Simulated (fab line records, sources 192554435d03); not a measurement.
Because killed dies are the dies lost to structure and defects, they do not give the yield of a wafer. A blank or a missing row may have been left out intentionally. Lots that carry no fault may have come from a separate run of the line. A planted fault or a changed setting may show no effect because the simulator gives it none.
Chamber matching	flow n5Finfet	4 sister chambers for N5_HKMG_FIN_STRIP_90 on rieDiel-03
The step strips SOC in N2/H2, time 20 s. 16 wafers are shown with their chamber, then 8 later ones without.

## WAFERS, EACH WITH ITS CHAMBER
wafer	chamber	showerheadPlenumPTorr (Torr)	throttleValvePct (%)	drypumpMotorCurrentA (A)
L075.1	1	3.46	19.7	5.9
L075.2	3	3.54	18.9	6.1
L075.5	1	3.46	19.7	5.9
L079.2	3	3.53	18.9	6.1
L079.4	2	3.11	19.1	6.2
L079.6	1	3.46	19.6	5.9
L081.1	2	3.11	19.1	6.2
L081.3	3	3.53	18.9	6.1
L081.6	0	3.33	18.8	5.6
L084.1	2	3.11	19.1	6.2
L084.3	3	3.53	18.9	6.2
L084.6	1	3.45	19.7	5.9
L089.1	2	3.10	19.1	6.1
L089.5	0	3.32	18.8	5.6
L089.6	3	3.52	19.0	6.2
L092.1	3	3.51	19.0	6.1

SIGNATURES, as means of the wafers listed above
reading	chamber 0	chamber 1	chamber 2	chamber 3	scatter within a chamber
showerheadPlenumPTorr	3.3250	3.4575	3.1075	3.5267	0.00782
throttleValvePct	18.800	19.675	19.100	18.933	0.0417
drypumpMotorCurrentA	5.600	5.900	6.175	6.133	0.0417
Rule: for each reading, subtract the chamber's mean from the wafer's reading, divide by that reading's scatter and square the result; add these up over the readings and take the root, which gives the wafer's distance from the chamber. If the next closest chamber is less than 2 further off than the closest, the wafer can't be placed; otherwise it belongs to the closest. How the scatter is found: for the shown wafers, subtract from each reading the mean of its chamber, square and add these, divide the total by (wafers less chambers), then take the root.

## WAFERS MISSING THEIR CHAMBER
wafer	showerheadPlenumPTorr (Torr)	throttleValvePct (%)	drypumpMotorCurrentA (A)
L092.3	3.32	18.8	5.6
L092.4	3.44	19.3	5.9
L094.1	3.09	19.2	6.2
L094.2	3.44	19.3	5.9
L094.6	3.09	19.2	6.1
L097.1	3.43	19.3	5.9
L097.4	3.31	18.9	5.6
L097.6	3.51	19.0	6.1

## THE CHAMBER EACH PASSED THROUGH
wafer	from the rows above	in truth
L092.3	0	0
L092.4	1	1
L094.1	2	2
L094.2	1	1
L094.6	2	2
L097.1	1	1
L097.4	0	0
L097.6	3	3
8 of 8 placed correctly. Not placeable from these rows: 0. 0 placed wrongly.
